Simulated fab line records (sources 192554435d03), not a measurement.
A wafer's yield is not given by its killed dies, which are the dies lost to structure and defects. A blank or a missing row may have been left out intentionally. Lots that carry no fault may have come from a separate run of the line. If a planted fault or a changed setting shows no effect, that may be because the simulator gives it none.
fab line records | flow n5_finfet
[record] lots = 7 wafers = 21
route steps=1938 shown BEOL_M9@1411 BEOL_M10@1476 BEOL_M11@1565
start_h: the number of hours between the record's first day and the start of the first shown wafer of the lot | wait_h: hours elapsed since this lot's preceding step | " unchanged from the row above | L1.1+2: one row covering several wafers at once | - no value present, or no start provided | * or withheld: withheld | < > ~ a bound
route shown NAME@n: names a module that has steps shown in the file, with the first one's number in the route | usual: average and standard deviation across the fault-free wafers | same: alike in all rows | chamber/n: place in a boat | sites: each site's reading | _std_site: their standard deviation | _edge_site: mean of outer sites minus mean of inner sites | radius_mm: how far each site lies from the wafer's centre | mask NAME#n: copy n | behind: the last tool/chamber to shape the wafer | hold: reason for holding the lot/hours on hold/outcome of the hold | device: whichever transistor did not switch (one of n, p or np) | end of line: the route-end tests of the same wafers | a step without rows: its recipe alone | killed: the dies lost at the first sort to structure and to defects; this is not the yield of the wafer | map: shows each die of a wafer: x if killed, . if not, _ if none is there
set.NAME: the setting the step ran with; set.NAME@STEP: the setting that earlier step ran with | model.NAME: the simulator's own value behind a step, which no gauge read
lots whose settings were changed on purpose; a table a step, a row a wafer
[[steps]]
[step N5_BEOL_M9_EXPOSE_08]
[recipe] mask_id = M9 na = 1.35 source_shape = dipole sigma_inner = 0.411 sigma_outer = 0.611 polarization = te dose_mj = 53.75
// columns lot.wafer tool chamber start_h wait_h mask set.dose_mj
L077.1+2+6 arfi_scanner-01 0 216.11 - M9#0 53.75
L079.2+4+6 arfi_scanner-01 0 234.70 - M9#0 50.9
L080.3 arfi_scanner-03 0 244.38 - M9#0 53.75
L080.4+6 " 0 " " M9#0 50.29
L081.1+3 arfi_scanner-03 0 253.96 - M9#0 51.09
L081.2 " 0 " " M9#0 53.75
L083.1+3+6 arfi_scanner-03 0 254.76 - M9#0 56.58
L085.2+4+6 arfi_scanner-03 0 271.32 - M9#0 53.75
L096.4+5+6 arfi_scanner-01 0 359.65 - M9#0 53.75
[step N5_BEOL_M9_PEB_09]
[recipe] peb_temp_c = withheld peb_time_s = 60 resist = CAR-ArF
[step N5_BEOL_M9_DEVELOP_10]
[recipe] develop_time_s = 30 developer = TMAH resist = CAR-ArF rinse_liquid = diw dry = air_spin dev_temp_c = 23
[step N5_BEOL_M9_CD_MEAS_11]
[recipe] target_cd_nm = 64.1 landing_energy_ev = 500 detector = se_inlens polarity = opening
[usual] cd_nm = 64.1/0.55
// columns lot.wafer tool chamber start_h wait_h set.dose_mj@BEOL_M9_EXPOSE_08 cd_nm
L077.1 cd_sem-02 0 216.23 - 53.75 64.5
L077.2 " 0 " " 53.75 64.6
L077.6 " 0 " " 53.75 64.8
L079.2 cd_sem-03 0 234.82 - 50.9 60.4
L079.4 " 0 " " 50.9 60.1
L079.6 " 0 " " 50.9 60.6
L080.3 cd_sem-02 0 244.49 - 53.75 64.4
L080.4 " 0 " " 50.29 61.5
L080.6 " 0 " " 50.29 60.8
L081.1 cd_sem-03 0 254.09 - 51.09 61.7
L081.2 " 0 " " 53.75 63.8
L081.3 " 0 " " 51.09 61.6
L083.1 cd_sem-03 0 254.89 - 56.58 67.4
L083.3 " 0 " " 56.58 67.2
L083.6 " 0 " " 56.58 67.2
L085.2 cd_sem-02 0 271.44 - 53.75 63.7
L085.4 " 0 " " 53.75 63.7
L085.6 " 0 " " 53.75 64.1
L096.4 cd_sem-03 0 359.77 - 53.75 63.6
L096.5 " 0 " " 53.75 64.3
L096.6 " 0 " " 53.75 63.2
[step N5_BEOL_M9_DESCUM_16]
[recipe] chemistry = O2 time_s = 7.9 source_power_w = 50 bias_power_w = 20 pressure_mtorr = 20 rf_frequency_hz = 2.712e+07 temp_c = 40 resist = CAR-ArF o2_flow_sccm = 225
[step N5_BEOL_M9_ETCH_61]
[recipe] chemistry = CF4 target = SiARC target_depth_a = 390 mask_material = CAR-ArF time_s = 65 ion_energy_ev = 80 pressure_mtorr = 40 source_w = 545 bias_w = 36 Ar_flow_sccm = 100 cf4_flow_sccm = 100 ends = cleared
// columns lot.wafer tool chamber start_h wait_h set.dose_mj@BEOL_M9_EXPOSE_08 model.BEOL_M9.cd_offset_nm
L077.1+2 rie_diel-05 3,1 216.63 0.0 53.75 0.2
L077.6 " 1 " " 53.75 0.6
L079.2 rie_diel-04 3 234.95 0.0 50.9 -4
L079.4 " 2 " " 50.9 -3.8
L079.6 " 2 " " 50.9 -3.4
L080.3 rie_diel-03 3 244.61 0.0 53.75 0.6
L080.4 " 2 " " 50.29 -2.4
L080.6 " 3 " " 50.29 -2.8
L081.1 rie_diel-03 0 254.21 0.0 51.09 -2.2
L081.2 " 2 " " 53.75 -0.4
L081.3 " 1 " " 51.09 -2.6
L083.1 rie_diel-04 2 255.01 0.0 56.58 3.4
L083.3 " 3 " " 56.58 2.8
L083.6 " 0 " " 56.58 3.6
L085.2 rie_diel-05 2 271.56 0.0 53.75 0
L085.4 " 1 " " 53.75 -0.2
L085.6 " 2 " " 53.75 0.2
L096.4 rie_diel-04 1 359.96 0.0 53.75 -0.6
L096.5 " 1 " " 53.75 0.6
L096.6 " 0 " " 53.75 -0.8
[step N5_BEOL_M9_ETCH_62]
[recipe] chemistry = N2/H2 target = SOC target_depth_a = 1100 overetch_a = 220 mask_material = SiARC temp_c = 40 time_s = 165 ion_energy_ev = 200 pressure_mtorr = 30 source_w = 840 bias_w = 150 n2_flow_sccm = 200 h2_flow_sccm = 200
// columns lot.wafer tool chamber start_h wait_h set.dose_mj@BEOL_M9_EXPOSE_08 model.BEOL_M9.cd_offset_nm
L077.1 rie_diel-05 3 216.68 0.0 53.75 0
L077.2 " 1 " " 53.75 -0.2
L077.6 " 1 " " 53.75 0.2
L079.2+4 rie_diel-04 3,2 235.00 0.0 50.9 -3.8
L079.6 " 2 " " 50.9 -3.6
L080.3 rie_diel-03 3 244.66 0.0 53.75 0.6
L080.4 " 2 " " 50.29 -2
L080.6 " 3 " " 50.29 -2.8
L081.1 rie_diel-03 0 254.26 0.0 51.09 -2.2
L081.2 " 2 " " 53.75 -0.4
L081.3 " 1 " " 51.09 -2.6
L083.1+6 rie_diel-04 2,0 255.06 0.0 56.58 3.4
L083.3 " 3 " " 56.58 3.2
L085.2 rie_diel-05 2 271.61 0.0 53.75 0
L085.4 " 1 " " 53.75 -0.4
L085.6 " 2 " " 53.75 0.2
L096.4 rie_diel-04 1 360.01 0.0 53.75 -0.2
L096.5 " 1 " " 53.75 0.8
L096.6 " 0 " " 53.75 -0.6
[step N5_BEOL_M9_STRIP_68]
[recipe] chemistry = N2/H2 temp_c = 40 n2_flow_sccm = 200 h2_flow_sccm = 200 rf_frequency_hz = 6e+07
[step N5_BEOL_M9_STRIP_67]
[recipe] chemistry = CF4 resist = SiARC power_w = 300 bias_power_w = 75 pressure_mtorr = 50 cf4_flow_sccm = 150 rf_frequency_hz = 6e+07
[step N5_BEOL_M9_HM_OPEN_17]
[recipe] chemistry = Cl2/BCl3 target_depth_a = 200 overetch_a = 60 target = TiN mask_material = SOC ion_energy_ev = 150 pressure_mtorr = 10 icp_w = 1000 bias_w = 126 Cl2_flow_sccm = 53.25 bcl3_flow_sccm = 21.75 Ar_flow_sccm = 25
// columns lot.wafer tool chamber start_h wait_h set.target_thk_a@BEOL_M9_HM_DEP_02 model.etch.depth_nm
L077.1 rie_metal-02 0 216.86 0.0 200 19.86
L077.2 " 1 " " 200 19.95
L077.6 " 0 " " 200 19.9
L079.2 rie_metal-01 0 235.18 0.0 200 20.16
L079.4 " 1 " " 200 19.95
L079.6 " 0 " " 189 18.93
L080.3 rie_metal-02 0 244.88 0.1 200 19.63
L080.4+6 " 1 " " 200 20.14
L081.1 rie_metal-02 0 254.45 0.0 179.3 17.87
L081.2 " 1 " " 200 19.68
L081.3 " 1 " " 200 20.09
L083.1 rie_metal-03 0 255.25 0.0 200 20.34
L083.3 " 0 " " 214.8 21.8
L083.6 " 1 " " 200 20.47
L085.2 rie_metal-03 1 271.80 0.0 200 20.08
L085.4 " 0 " " 200 20.11
L085.6 " 1 " " 200 20.22
L096.4 rie_metal-02 1 360.23 0.1 200 20.41
L096.5 " 1 " " 200 20.46
L096.6 " 0 " " 200 20.09
[step N5_BEOL_M9_STRIP_19]
[recipe] chemistry = O2 power_w = 400 temp_c = 40 pressure_mtorr = 30 rf_frequency_hz = 6e+07 bias_power_w = 0 overash_fraction = 0.2 o2_flow_sccm = 225
[step N5_BEOL_M9_CD_MEAS_18]
[recipe] pitch_nm = 140 target_cd_nm = 70
[usual] cd_nm = 70.0/0.65
// columns lot.wafer tool chamber start_h wait_h set.dose_mj@BEOL_M9_EXPOSE_08 cd_nm
L077.1 cd_sem-02 - 217.04 0.0 53.75 70.2
L077.2 " - " " 53.75 70.0
L077.6 " - " " 53.75 70.1
L079.2 cd_sem-02 - 235.37 0.1 50.9 66.1
L079.4 " - " " 50.9 66.2
L079.6 " - " " 50.9 66.9
L080.3 cd_sem-02 - 245.16 0.1 53.75 71.1
L080.4 " - " " 50.29 67.8
L080.6 " - " " 50.29 67.3
L081.1 cd_sem-01 - 254.63 0.0 51.09 67.7
L081.2 " - " " 53.75 69.4
L081.3 " - " " 51.09 67.4
L083.1 cd_sem-03 - 255.43 0.0 56.58 73.8
L083.3 " - " " 56.58 73.1
L083.6 " - " " 56.58 73.3
L085.2 cd_sem-01 - 271.98 0.1 53.75 69.9
L085.4 " - " " 53.75 69.3
L085.6 " - " " 53.75 70.0
L096.4 cd_sem-03 - 360.39 0.0 53.75 69.5
L096.5 " - " " 53.75 70.8
L096.6 " - " " 53.75 68.9
[step N5_BEOL_M9_COAT_63]
[recipe] resist = SOC temp_c = 250 time_s = 60 spin_rpm = 1500 resist_thk_nm = 60
[step N5_BEOL_M9_COAT_64]
[recipe] resist = SiARC temp_c = 220 time_s = 60 spin_rpm = 1500 resist_thk_nm = 12
[step N5_BEOL_M9_STRIP_73]
[recipe] chemistry = C4F6/O2 resist = SiARC rf_frequency_hz = 6e+07
[step N5_BEOL_M9_STRIP_36]
[recipe] chemistry = N2/H2 power_w = 450 temp_c = 40 pressure_mtorr = 20 rf_frequency_hz = 6e+07 overash_fraction = 0.3 bias_power_w = 7 h2_frac = 0.5 n2_flow_sccm = 200 h2_flow_sccm = 200
[step N5_BEOL_M9_TRENCH_ETCH_37]
[recipe] chemistry = C4F6/O2 target_depth_a = 1514.3 target = SiCOH_lowk time_s = 49 ion_energy_ev = 250 pressure_mtorr = 30 source_w = 345 bias_w = 185 Ar_flow_sccm = 300 C4F6_flow_sccm = 10 O2_flow_sccm = 10
// columns lot.wafer tool chamber start_h wait_h set.target_thk_a@BEOL_M9_HM_DEP_02 model.TiN_of_BEOL_M9_HM_DEP_02.thk_nm
L077.1+2+6 rie_diel-04 3,2,3 - - 200 15.8
L079.2 rie_diel-04 0 - - 200 16
L079.4 " 3 " " 200 15.8
L079.6 " 1 " " 189 14.6
L080.3 rie_diel-04 3 - - 200 15.4
L080.4 " 0 " " 200 16
L080.6 " 0 " " 200 15.8
L081.1 rie_diel-04 0 - - 179.3 13.6
L081.2 " 2 " " 200 15.6
L081.3 " 1 " " 200 15.8
L083.1+6 rie_diel-03 2,1 - - 200 16.2
L083.3 " 1 " " 214.8 17.6
L085.2 rie_diel-05 0 - - 200 15.8
L085.4+6 " 1,0 " " 200 16
L096.4+5 rie_diel-04 3,1 - - 200 16.2
L096.6 " 2 " " 200 16
[step N5_BEOL_M9_ETCH_41]
[recipe] chemistry = CH3F/O2 target = SiCN target_depth_a = 366 taper_deg = 2 time_s = 70.1 ion_energy_ev = 120 mask_material = TiN pressure_mtorr = 30 source_w = 395 bias_w = 75 Ar_flow_sccm = 150 CH3F_flow_sccm = 30 O2_flow_sccm = 20
[step N5_BEOL_M9_STRIP_80]
[recipe] chemistry = N2/H2 time_s = 10 power_w = 450 temp_c = 40 pressure_mtorr = 20 rf_frequency_hz = 6e+07 bias_power_w = 7 n2_flow_sccm = 200 h2_flow_sccm = 200
[step N5_BEOL_M9_PRECLEAN_42]
[recipe] chemistry = residue_remover time_s = 60 temp_c = 40
[step N5_BEOL_M9_SRD_43]
[recipe] time_s = 30 temp_c = 23 rinse_liquid = diw dry = ipa_marangoni
[step N5_BEOL_M9_CD_MEAS_35]
[recipe] target_cd_nm = 70 target_cd_y_nm = 40 polarity = opening
[usual] cd_nm = 69.9/0.63
// columns lot.wafer tool chamber start_h wait_h set.dose_mj@BEOL_M9_EXPOSE_08 cd_nm
L077.1 cd_sem-03 - 218.19 0.0 53.75 70.3
L077.2 " - " " 53.75 69.3
L077.6 " - " " 53.75 70.1
L079.2 cd_sem-02 - 237.40 0.0 50.9 66.6
L079.4 " - " " 50.9 66.2
L079.6 " - " " 50.9 66.6
L080.3 cd_sem-03 - 247.86 0.0 53.75 70.7
L080.4 " - " " 50.29 67.4
L080.6 " - " " 50.29 67.1
L081.1 cd_sem-03 - 256.76 0.0 51.09 67.9
L081.2 " - " " 53.75 69.3
L081.3 " - " " 51.09 67.2
L083.1 cd_sem-03 - 256.80 0.0 56.58 73.2
L083.3 " - " " 56.58 73.1
L083.6 " - " " 56.58 73.0
L085.2 cd_sem-01 - 273.65 0.0 53.75 69.7
L085.4 " - " " 53.75 69.6
L085.6 " - " " 53.75 69.5
L096.4 cd_sem-02 - 362.06 0.0 53.75 69.3
L096.5 " - " " 53.75 70.5
L096.6 " - " " 53.75 69.0
[step N5_BEOL_M10_COAT_60]
[recipe] resist = SiARC temp_c = 220 time_s = 60 spin_rpm = 1500 resist_thk_nm = 30
// columns lot.wafer tool chamber start_h wait_h set.spin_rpm model.SiARC_of_BEOL_M10_COAT_60.thk_nm
L077.1+6 litho_track-03 0 - - 1372 31.6
L077.2 " 0 " " 1500 30.2
L079.2+6 litho_track-01 0 - - 1641 28.6
L079.4 " 0 " " 1500 29.8
L080.3+4+6 litho_track-03 0 - - 1500 30
L081.1+2 litho_track-03 0 - - 1369 31.4
L081.3 " 0 " " 1369 31.6
L083.1+3 litho_track-05 0 - - 1500 30.2
L083.6 " 0 " " 1389 31.4
L085.2 litho_track-05 0 - - 1500 30.2
L085.4+6 " 0 " " 1500 30
L096.4+5+6 litho_track-01 0 - - 1500 30
[step N5_BEOL_M10_COAT_05]
[recipe] resist = CAR-ArF spin_rpm = 1500 resist_thk_nm = 90
// columns lot.wafer tool chamber start_h wait_h set.spin_rpm model.CAR-ArF_of_BEOL_M10_COAT_05.thk_nm
L077.1+6 litho_track-03 0 - - 1619 86.8
L077.2 " 0 " " 1500 90.4
L079.2 litho_track-01 0 - - 1500 89.8
L079.4 " 0 " " 1339 95.2
L079.6 " 0 " " 1339 95.4
L080.3 litho_track-03 0 - - 1615 87
L080.4 " 0 " " 1615 86.8
L080.6 " 0 " " 1500 90
L081.1 litho_track-03 0 - - 1620 87.4
L081.2+3 " 0 " " 1500 90.2
L083.1 litho_track-05 0 - - 1500 89.6
L083.3+6 " 0 " " 1573 87.8
L085.2 litho_track-05 0 - - 1500 90.2
L085.4 " 0 " " 1500 90
L085.6 " 0 " " 1568 88.2
L096.4 litho_track-01 0 - - 1500 90
L096.5+6 " 0 " " 1500 89.8
[step N5_BEOL_M10_EBR_07]
[recipe] solvent = PGMEA ebr_width_mm = 1.5
[step N5_BEOL_M10_SOFTBAKE_06]
[recipe] temp_c = 110 time_s = 60 resist = CAR-ArF
[step N5_BEOL_M10_DESCUM_16]
[recipe] chemistry = O2 time_s = 7.9 source_power_w = 50 bias_power_w = 20 pressure_mtorr = 20 rf_frequency_hz = 2.712e+07 temp_c = 40 resist = CAR-ArF o2_flow_sccm = 225
[step N5_BEOL_M10_ETCH_61]
[recipe] chemistry = CF4 target = SiARC target_depth_a = 390 mask_material = CAR-ArF time_s = 65 ion_energy_ev = 80 pressure_mtorr = 40 source_w = 545 bias_w = 36 Ar_flow_sccm = 100 cf4_flow_sccm = 100 ends = cleared
// columns lot.wafer tool chamber start_h wait_h set.spin_rpm@BEOL_M10_COAT_60 set.spin_rpm@BEOL_M10_COAT_05 model.CAR-ArF_of_BEOL_M10_COAT_05.thk_nm model.etch.depth_nm
L077.1 rie_diel-01 3 222.82 0.0 1372 1619 50.8 31.58
L077.2 " 2 " " 1500 1500 55.6 30.2
L077.6 " 1 " " 1372 1619 51 31.52
L079.2 rie_diel-06 2 241.68 0.0 1641 1500 56.6 28.57
L079.4 " 1 " " 1500 1339 61 29.79
L079.6 " 0 " " 1641 1339 62.2 28.61
L080.3 rie_diel-01 1 254.54 0.0 1500 1615 52.6 29.99
L080.4 " 2 " " 1500 1615 52.2 30.05
L080.6 " 1 " " 1500 1500 55.6 30
L081.1 rie_diel-01 3 260.70 0.0 1369 1620 51.4 31.49
L081.2 " 2 " " 1369 1500 54.4 31.49
L081.3 " 1 " " 1369 1500 54.4 31.54
L083.1 rie_diel-06 2 265.04 0.0 1500 1500 55 30.17
L083.3 " 0 " " 1500 1573 53.2 30.13
L083.6 " 1 " " 1389 1573 52.2 31.35
L085.2 rie_diel-02 0 279.45 0.0 1500 1500 55.6 30.13
L085.4 " 2 " " 1500 1500 55.4 30.07
L085.6 " 0 " " 1500 1568 53.8 29.99
L096.4 rie_diel-06 1 367.18 0.0 1500 1500 55.6 29.96
L096.5 " 3 " " 1500 1500 55.4 29.95
L096.6 " 2 " " 1500 1500 55.4 29.94
[step N5_BEOL_M11_EXPOSE_25]
[recipe] mask_id = V10 na = 1.35 source_shape = annular sigma_inner = 0.5 sigma_outer = 0.8 polarization = unpolarized dose_mj = 85.5
// columns lot.wafer tool chamber start_h wait_h mask set.dose_mj
L077.1+2+6 arfi_scanner-03 0 236.56 - V10#0 85.5
L079.2 arfi_scanner-01 0 252.42 - V10#0 79.29
L079.4+6 " 0 " " V10#0 85.5
L080.3+6 arfi_scanner-03 0 263.84 - V10#0 85.5
L080.4 " 0 " " V10#0 88.18
L081.1+3 arfi_scanner-03 0 270.33 - V10#0 87.62
L081.2 " 0 " " V10#0 85.5
L083.1+6 arfi_scanner-01 0 272.96 - V10#0 85.5
L083.3 " 0 " " V10#0 88.8
L085.2+4+6 arfi_scanner-02 0 289.75 - V10#0 85.5
L096.4+5+6 arfi_scanner-02 0 376.79 - V10#0 85.5
[step N5_BEOL_M11_PEB_26]
[recipe] peb_temp_c = withheld peb_time_s = 60 resist = CAR-ArF
[step N5_BEOL_M11_DEVELOP_27]
[recipe] develop_time_s = 30 developer = TMAH resist = CAR-ArF rinse_liquid = diw dry = air_spin dev_temp_c = 23
[step N5_BEOL_M11_CD_MEAS_28]
[recipe] target_cd_nm = 70 landing_energy_ev = 500 detector = se_inlens polarity = opening
[usual] cd_nm = 69.7/1.2
// columns lot.wafer tool chamber start_h wait_h set.dose_mj@BEOL_M11_EXPOSE_25 cd_nm
L077.1 cd_sem-03 0 236.69 - 85.5 69.4
L077.2 " 0 " " 85.5 70.5
L077.6 " 0 " " 85.5 68.8
L079.2 cd_sem-02 0 252.55 - 79.29 63.6
L079.4 " 0 " " 85.5 67.4
L079.6 " 0 " " 85.5 68.4
L080.3 cd_sem-02 0 263.96 - 85.5 69.5
L080.4 " 0 " " 88.18 72.9
L080.6 " 0 " " 85.5 71.3
L081.1 cd_sem-03 0 270.47 - 87.62 72.6
L081.2 " 0 " " 85.5 69.9
L081.3 " 0 " " 87.62 70.8
L083.1 cd_sem-02 0 273.09 - 85.5 69.3
L083.3 " 0 " " 88.8 72.7
L083.6 " 0 " " 85.5 69.0
L085.2 cd_sem-03 0 289.87 - 85.5 70.5
L085.4 " 0 " " 85.5 70.8
L085.6 " 0 " " 85.5 71.2
L096.4 cd_sem-01 0 376.90 - 85.5 70.7
L096.5 " 0 " " 85.5 72.3
L096.6 " 0 " " 85.5 70.3
[step N5_BEOL_M11_VIA_ETCH_34]
[recipe] chemistry = C4F6/O2 target = SiCOH_lowk target_depth_a = 1845 mask_material = SOC taper_deg = 4 time_s = 69.2 ion_energy_ev = 250 pressure_mtorr = 30 source_w = 345 bias_w = 185 Ar_flow_sccm = 300 C4F6_flow_sccm = 10 O2_flow_sccm = 10
// columns lot.wafer tool chamber start_h wait_h set.time_s model.etch.depth_nm model.SOC_of_BEOL_M11_COAT_63.thk_nm
L077.1 rie_diel-05 1 237.24 0.0 69.2 184.8 92.4
L077.2 " 0 " " 69.2 187.2 92.2
L077.6 " 0 " " 62.33 167.3 93
L079.2 rie_diel-04 2 253.01 0.0 69.2 180.1 92.8
L079.4 " 0 " " 69.2 184.2 92.4
L079.6 " 2 " " 57.09 149.8 94
L080.3 rie_diel-04 2 264.26 0.0 69.2 182.8 92.2
L080.4 " 0 " " 69.2 184.6 92
L080.6 " 2 " " 69.2 182.7 92.2
L081.1 rie_diel-03 3 270.76 0.0 63.28 168.6 93
L081.2 " 0 " " 69.2 190.7 92.2
L081.3 " 2 " " 69.2 187.4 91.8
L083.1 rie_diel-03 0 273.70 0.0 69.2 191.6 91.8
L083.3 " 2 " " 69.2 186.7 92
L083.6 " 1 " " 69.2 187.1 92.4
L085.2 rie_diel-04 2 290.17 0.0 69.2 181.8 92.4
L085.4 " 1 " " 69.2 186.7 92.2
L085.6 " 3 " " 69.2 182.1 92.4
L096.4 rie_diel-05 1 377.22 0.0 69.2 183.3 92.4
L096.5 " 2 " " 69.2 180.8 92.4
L096.6 " 3 " " 69.2 185.1 92.2
[[key]]
[split] step = N5_BEOL_M9_EXPOSE_08 setting = dose_mj stated = 53.75 by = wafer
[response] step = N5_BEOL_M9_CD_MEAS_11 reading = cd_nm change = +0.479 per = 1% r = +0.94
[response] step = N5_BEOL_M9_ETCH_61 reading = model.BEOL_M9.cd_offset_nm change = +0.463 per = 1% r = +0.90
[response] step = N5_BEOL_M9_ETCH_62 reading = model.BEOL_M9.cd_offset_nm change = +0.443 per = 1% r = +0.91
[response] step = N5_BEOL_M9_CD_MEAS_18 reading = cd_nm change = +0.48 per = 1% r = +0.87
[response] step = N5_BEOL_M9_CD_MEAS_35 reading = cd_nm change = +0.466 per = 1% r = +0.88
[split] step = N5_BEOL_M10_COAT_60 setting = spin_rpm stated = 1500 by = wafer
[response] step = N5_BEOL_M10_COAT_60 reading = model.SiARC_of_BEOL_M10_COAT_60.thk_nm change = -0.149 per = 1% r = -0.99
[response] step = N5_BEOL_M10_ETCH_61 reading = model.etch.depth_nm change = -0.147 per = 1% r = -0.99
[split] step = N5_BEOL_M10_COAT_05 setting = spin_rpm stated = 1500 by = wafer
[response] step = N5_BEOL_M10_COAT_05 reading = model.CAR-ArF_of_BEOL_M10_COAT_05.thk_nm change = -0.438 per = 1% r = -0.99
[response] step = N5_BEOL_M10_ETCH_61 reading = model.CAR-ArF_of_BEOL_M10_COAT_05.thk_nm change = -0.459 per = 1% r = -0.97
[split] step = N5_BEOL_M11_EXPOSE_25 setting = dose_mj stated = 85.5 by = wafer
[response] step = N5_BEOL_M11_CD_MEAS_28 reading = cd_nm change = +0.684 per = 1% r = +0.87
[split] step = N5_BEOL_M11_VIA_ETCH_34 setting = time_s stated = 69.2 by = wafer
[response] step = N5_BEOL_M11_VIA_ETCH_34 reading = model.etch.depth_nm change = +1.94 per = 1% r = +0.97
[response] step = N5_BEOL_M11_VIA_ETCH_34 reading = model.SOC_of_BEOL_M11_COAT_63.thk_nm change = -0.0837 per = 1% r = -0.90
split outside_this_file step=N5_BEOL_M9_HM_DEP_02 setting=target_thk_a
// split outside_this_file: this setting was split too, and the file shows its column; the key of that split is in another file
